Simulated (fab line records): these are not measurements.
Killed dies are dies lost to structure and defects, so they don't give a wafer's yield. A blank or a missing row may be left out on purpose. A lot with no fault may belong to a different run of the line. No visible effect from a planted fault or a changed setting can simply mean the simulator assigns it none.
Which tool did it? ; flow n5Finfet ; 23 lots, 69 wafers sampled, at 5 steps of a route of 1938

WHAT THE GAUGES READ, wafer by wafer
N5_SDB_OVL_MEAS_12.
lot;measured;on;SDB_OVL (nm)
L074;day 3 22:32;overlay-01;-1.3 -1.4 -0.4
L075;day 4 05:38;overlay-02;-1.6 -0.9 -0.7
L076;day 4 07:25;overlay-01;0.1 1.2 -0.4
L077;day 4 21:14;overlay-01;-0.2 -0.5 -0.4
L078;day 5 01:11;overlay-01;0.4 -0.5 -1.4
L080;day 5 09:47;overlay-02;0.3 0.3 -0.2
L081;day 5 12:28;overlay-01;1.0 1.6 1.2
L082;day 5 21:10;overlay-01;-0.6 -0.7 -0.8
L083;day 6 00:32;overlay-01;-0.4 -0.2 -0.7
L084;day 6 06:23;overlay-02;1.1 0.2 0.6
L085;day 6 14:50;overlay-02;-1.8 -1.0 -1.0
L086;day 6 17:49;overlay-01;-0.9 -1.7 -1.1
L087;day 6 23:55;overlay-02;-1.9 -0.9 -1.9
L088;day 7 04:59;overlay-02;-0.2 -0.5 -1.0
L089;day 7 14:56;overlay-02;0.3 1.3 0.9
L091;day 8 03:14;overlay-02;-0.4 -1.0 -0.5
L090;day 8 02:05;overlay-01;-0.3 -1.0 -0.4
L092;day 8 10:19;overlay-01;0.2 1.1 -0.1
L093;day 8 15:09;overlay-02;-1.4 -0.2 -0.1
L095;day 9 00:52;overlay-02;-0.8 -0.4 -1.0
L094;day 9 01:50;overlay-02;-0.8 0.1 -1.1
L096;day 9 08:12;overlay-02;-0.8 -0.8 -0.4
L097;day 9 12:55;overlay-01;0.1 0.9 -0.6

WHAT TOOL EACH LOT RAN ON (gives the tool, then ch and the chambers of the sampled wafers, and finally the start)
lot;N5_SD_EPI_N_STRIP_38;N5_SD_EPI_P_ETCH_37;N5_SD_EPI_P_STRIP_40;N5_SD_ACTIVATION_RTA_00
L074;plasmaAsher-01 ch 1, day 3 04:41;rieDiel-02 ch 0,3, day 3 10:02;plasmaAsher-01 ch 1, day 3 10:47;rtpAnneal-01 ch 0, day 3 14:46
L075;plasmaAsher-02 ch 0,1, day 3 11:37;rieDiel-04 ch 0,1,2, day 3 16:00;plasmaAsher-01 ch 0,1, day 3 16:44;rtpAnneal-02 ch 0, day 3 21:37
L076;plasmaAsher-02 ch 0,1, day 3 15:07;rieDiel-02 ch 1,2, day 3 19:32;plasmaAsher-02 ch 0,1, day 3 20:17;rtpAnneal-01 ch 0, day 4 00:04
L077;plasmaAsher-02 ch 0,1, day 4 04:23;rieDiel-04 ch 0,1,3, day 4 09:08;plasmaAsher-02 ch 0,1, day 4 09:55;rtpAnneal-01 ch 0, day 4 13:41
L078;plasmaAsher-01 ch 0,1, day 4 08:16;rieDiel-04 ch 0,2,3, day 4 12:46;plasmaAsher-01 ch 0,1, day 4 13:31;rtpAnneal-02 ch 0, day 4 17:19
L080;plasmaAsher-01 ch 0,1, day 4 17:02;rieDiel-04 ch 0,1,3, day 4 21:32;plasmaAsher-02 ch 0,1, day 4 22:17;rtpAnneal-01 ch 0, day 5 02:11
L081;plasmaAsher-01 ch 0, day 4 20:34;rieDiel-03 ch 1,2,3, day 5 01:25;plasmaAsher-01 ch 0,1, day 5 02:10;rtpAnneal-02 ch 0, day 5 05:05
L082;plasmaAsher-01 ch 0,1, day 5 03:37;rieDiel-04 ch 0,2, day 5 08:59;plasmaAsher-02 ch 0,1, day 5 09:43;rtpAnneal-02 ch 0, day 5 13:32
L083;plasmaAsher-01 ch 0,1, day 5 08:10;rieDiel-03 ch 0,3, day 5 12:00;plasmaAsher-02 ch 0,1, day 5 12:47;rtpAnneal-02 ch 0, day 5 16:45
L084;plasmaAsher-01 ch 0,1, day 5 13:24;rieDiel-03 ch 0,2, day 5 17:28;plasmaAsher-02 ch 0,1, day 5 18:13;rtpAnneal-01 ch 0, day 5 22:19
L085;plasmaAsher-02 ch 0,1, day 5 22:26;rieDiel-04 ch 0,1, day 6 02:48;plasmaAsher-02 ch 0,1, day 6 03:32;rtpAnneal-01 ch 0, day 6 07:20
L086;plasmaAsher-02 ch 0,1, day 6 02:33;rieDiel-04 ch 0,1, day 6 06:23;plasmaAsher-02 ch 0,1, day 6 07:08;rtpAnneal-01 ch 0, day 6 10:24
L087;plasmaAsher-02 ch 0,1, day 6 07:50;rieDiel-04 ch 1,2, day 6 11:35;plasmaAsher-01 ch 0,1, day 6 12:19;rtpAnneal-02 ch 0, day 6 15:16
L088;plasmaAsher-01 ch 0,1, day 6 13:47;rieDiel-03 ch 0,1, day 6 17:36;plasmaAsher-01 ch 0,1, day 6 18:20;rtpAnneal-02 ch 0, day 6 21:25
L089;plasmaAsher-01 ch 1, day 6 23:35;rieDiel-02 ch 0,1,2, day 7 03:33;plasmaAsher-02 ch 0,1, day 7 04:17;rtpAnneal-02 ch 0, day 7 07:14
L091;plasmaAsher-01 ch 0,1, day 7 10:43;rieDiel-04 ch 0,1,3, day 7 15:23;plasmaAsher-02 ch 0,1, day 7 16:09;rtpAnneal-01 ch 0, day 7 19:56
L090;plasmaAsher-01 ch 0,1, day 7 11:16;rieDiel-03 ch 1,3, day 7 14:53;plasmaAsher-01 ch 0,1, day 7 15:38;rtpAnneal-01 ch 0, day 7 18:34
L092;plasmaAsher-02 ch 0,1, day 7 19:12;rieDiel-03 ch 0,1,2, day 7 23:04;plasmaAsher-01 ch 0,1, day 7 23:49;rtpAnneal-02 ch 0, day 8 02:47
L093;plasmaAsher-01 ch 0,1, day 8 00:07;rieDiel-02 ch 1,2,3, day 8 03:49;plasmaAsher-02 ch 0,1, day 8 04:33;rtpAnneal-01 ch 0, day 8 07:28
L095;plasmaAsher-01 ch 0,1, day 8 08:52;rieDiel-04 ch 0,1, day 8 12:36;plasmaAsher-02 ch 0,1, day 8 13:20;rtpAnneal-01 ch 0, day 8 16:20
L094;plasmaAsher-01 ch 0,1, day 8 09:23;rieDiel-02 ch 0,2, day 8 13:44;plasmaAsher-02 ch 0,1, day 8 14:29;rtpAnneal-02 ch 0, day 8 17:24
L096;plasmaAsher-02 ch 0,1, day 8 16:34;rieDiel-02 ch 1,2,3, day 8 20:38;plasmaAsher-02 ch 1, day 8 21:22;rtpAnneal-02 ch 0, day 9 00:19
L097;plasmaAsher-02 ch 0, day 8 21:00;rieDiel-03 ch 1,2,3, day 9 01:18;plasmaAsher-01 ch 0,1, day 9 02:02;rtpAnneal-01 ch 0, day 9 04:59
- N5_SD_EPI_N_STRIP_38: strips in N2/H2.
- N5_SD_EPI_P_ETCH_37: etches SOC in N2/H2, overetch 108 nm, time 486 s.
- N5_SD_EPI_P_STRIP_40: strips in N2/H2.
- N5_SD_ACTIVATION_RTA_00: time 0 s.

WHAT THE TOOLS THEMSELVES READ (means of the sampled wafers that have a number; where no wafer has one, the mark that the record gives instead)
N5_SD_EPI_N_STRIP_38.
lot;tool;drypumpMotorCurrentA (A);heaterPowerW (W);oesProductAu (a.u.)
L074;plasmaAsher-01;6.0;337;0.768
L075;plasmaAsher-02;5.6;316;0.762
L076;plasmaAsher-02;5.6;320;0.763
L077;plasmaAsher-02;5.6;321;0.763
L078;plasmaAsher-01;5.7;364;0.753
L080;plasmaAsher-01;5.7;359;0.750
L081;plasmaAsher-01;5.2;410;0.763
L082;plasmaAsher-01;5.7;366;0.753
L083;plasmaAsher-01;5.7;359;0.758
L084;plasmaAsher-01;5.7;362;0.767
L085;plasmaAsher-02;5.5;320;0.765
L086;plasmaAsher-02;5.7;332;0.760
L087;plasmaAsher-02;5.7;335;0.764
L088;plasmaAsher-01;5.5;382;0.762
L089;plasmaAsher-01;6.0;331;0.767
L091;plasmaAsher-01;5.5;388;0.762
L090;plasmaAsher-01;5.5;382;0.770
L092;plasmaAsher-02;5.7;330;0.762
L093;plasmaAsher-01;5.7;351;0.767
L095;plasmaAsher-01;5.5;390;0.760
L094;plasmaAsher-01;5.7;357;0.764
L096;plasmaAsher-02;5.7;331;0.778
L097;plasmaAsher-02;5.4;310;0.761

N5_SD_EPI_P_ETCH_37.
lot;tool;drypumpMotorCurrentA (A);oesProductAu (a.u.);rfFwdPowerW (W);rfVppV (V);showerheadPlenumPTorr (Torr);throttleValvePct (%)
L074;rieDiel-02;5.6;0.64;2990;239.7;2.49;24.17
L075;rieDiel-04;5.9;0.68;2991;242.1;2.60;23.70
L076;rieDiel-02;5.8;0.74;2991;241.7;2.60;23.59
L077;rieDiel-04;5.9;0.66;2996;241.5;2.60;23.64
L078;rieDiel-04;5.7;0.66;2990;241.6;2.60;23.80
L080;rieDiel-04;5.9;0.67;3005;241.3;2.60;23.64
L081;rieDiel-03;5.5;0.76;2992;241.1;2.56;23.68
L082;rieDiel-04;5.7;0.67;2995;242.7;2.60;23.87
L083;rieDiel-03;5.8;0.75;3005;240.9;2.60;23.75
L084;rieDiel-03;5.3;0.73;2992;241.4;2.55;23.73
L085;rieDiel-04;6.1;0.67;2993;241.2;2.60;23.54
L086;rieDiel-04;5.8;0.66;2986;240.8;2.55;23.73
L087;rieDiel-04;6.1;0.67;2997;241.3;2.64;23.56
L088;rieDiel-03;6.0;0.69;3000;239.8;2.46;23.80
L089;rieDiel-02;5.7;0.74;2997;240.6;2.57;23.79
L091;rieDiel-04;5.9;0.65;3000;242.2;2.59;23.66
L090;rieDiel-03;5.9;0.73;2994;240.6;2.51;23.74
L092;rieDiel-03;5.6;0.69;3005;240.1;2.50;23.79
L093;rieDiel-02;6.2;0.79;2998;242.3;2.63;23.61
L095;rieDiel-04;6.1;0.66;2993;240.8;2.59;23.57
L094;rieDiel-02;5.7;0.68;2991;240.3;2.54;24.06
L096;rieDiel-02;6.2;0.79;2994;242.2;2.63;23.61
L097;rieDiel-03;5.5;0.72;2991;240.9;2.55;23.71

N5_SD_EPI_P_STRIP_40.
lot;tool;drypumpMotorCurrentA (A);heaterPowerW (W);oesProductAu (a.u.)
L074;plasmaAsher-01;5.96;338;0.755
L075;plasmaAsher-01;5.71;356;0.767
L076;plasmaAsher-02;5.55;321;0.767
L077;plasmaAsher-02;5.55;323;0.765
L078;plasmaAsher-01;5.48;384;0.763
L080;plasmaAsher-02;5.60;315;0.768
L081;plasmaAsher-01;5.72;358;0.750
L082;plasmaAsher-02;5.71;335;0.764
L083;plasmaAsher-02;5.56;322;0.750
L084;plasmaAsher-02;5.73;332;0.769
L085;plasmaAsher-02;5.57;315;0.766
L086;plasmaAsher-02;5.57;321;0.763
L087;plasmaAsher-01;5.46;393;0.768
L088;plasmaAsher-01;5.47;384;0.775
L089;plasmaAsher-02;5.73;335;0.765
L091;plasmaAsher-02;5.71;337;0.764
L090;plasmaAsher-01;5.72;362;0.756
L092;plasmaAsher-01;5.47;385;0.763
L093;plasmaAsher-02;5.72;332;0.758
L095;plasmaAsher-02;5.56;319;0.772
L094;plasmaAsher-02;5.72;332;0.760
L096;plasmaAsher-02;5.85;353;0.754
L097;plasmaAsher-01;5.48;391;0.760

N5_SD_ACTIVATION_RTA_00.
lot;tool;lampPowerPct (%);lamp_zone_4_pct (%);wafer_temp_C_max
L074;rtpAnneal-01;8.95;8.943;974.5
L075;rtpAnneal-02;8.93;8.959;974.6
L076;rtpAnneal-01;8.92;8.939;974.0
L077;rtpAnneal-01;8.97;8.934;974.0
L078;rtpAnneal-02;8.98;8.939;974.0
L080;rtpAnneal-01;8.95;8.949;975.2
L081;rtpAnneal-02;8.99;8.924;975.4
L082;rtpAnneal-02;8.90;8.965;974.7
L083;rtpAnneal-02;8.93;8.961;974.2
L084;rtpAnneal-01;8.94;8.945;972.8
L085;rtpAnneal-01;8.93;8.941;975.7
L086;rtpAnneal-01;8.96;8.927;975.0
L087;rtpAnneal-02;8.90;8.970;974.9
L088;rtpAnneal-02;9.01;8.974;974.3
L089;rtpAnneal-02;8.92;8.992;971.8
L091;rtpAnneal-01;8.96;8.950;973.9
L090;rtpAnneal-01;8.93;8.982;974.7
L092;rtpAnneal-02;8.95;8.972;975.2
L093;rtpAnneal-01;8.97;8.956;975.2
L095;rtpAnneal-01;9.00;8.944;974.8
L094;rtpAnneal-02;8.93;8.930;973.1
L096;rtpAnneal-02;8.95;8.940;975.4
L097;rtpAnneal-01;8.97;8.951;975.1

THE ANSWER, worked out from the rows above alone
Rule: what is usual is taken from the lots themselves. The widest of any qualifying gaps counts: lots, ordered by their means at a reading, are off when they make up no more than a third of the lots, leave a main group of 4 or more, and stand apart from it by 3 or more times the standard deviation of that group's means. Not used: any main group whose means are identical at the precision the tables above print for the reading. Also off: a lot with no number at a reading for which 4 or more lots have one. The other lots that the step has rows for count as sound. The gauges are gone through in route order, then the tools' own readings, and for those a lot's mean is taken as printed above. At the first step where some lot is off, the reading lying furthest off is the one used; lots without a number count as furthest.
Across all readings shown, no lot is off: no conclusion can be drawn from this.

WHAT THE SIMULATOR HAD PUT IN
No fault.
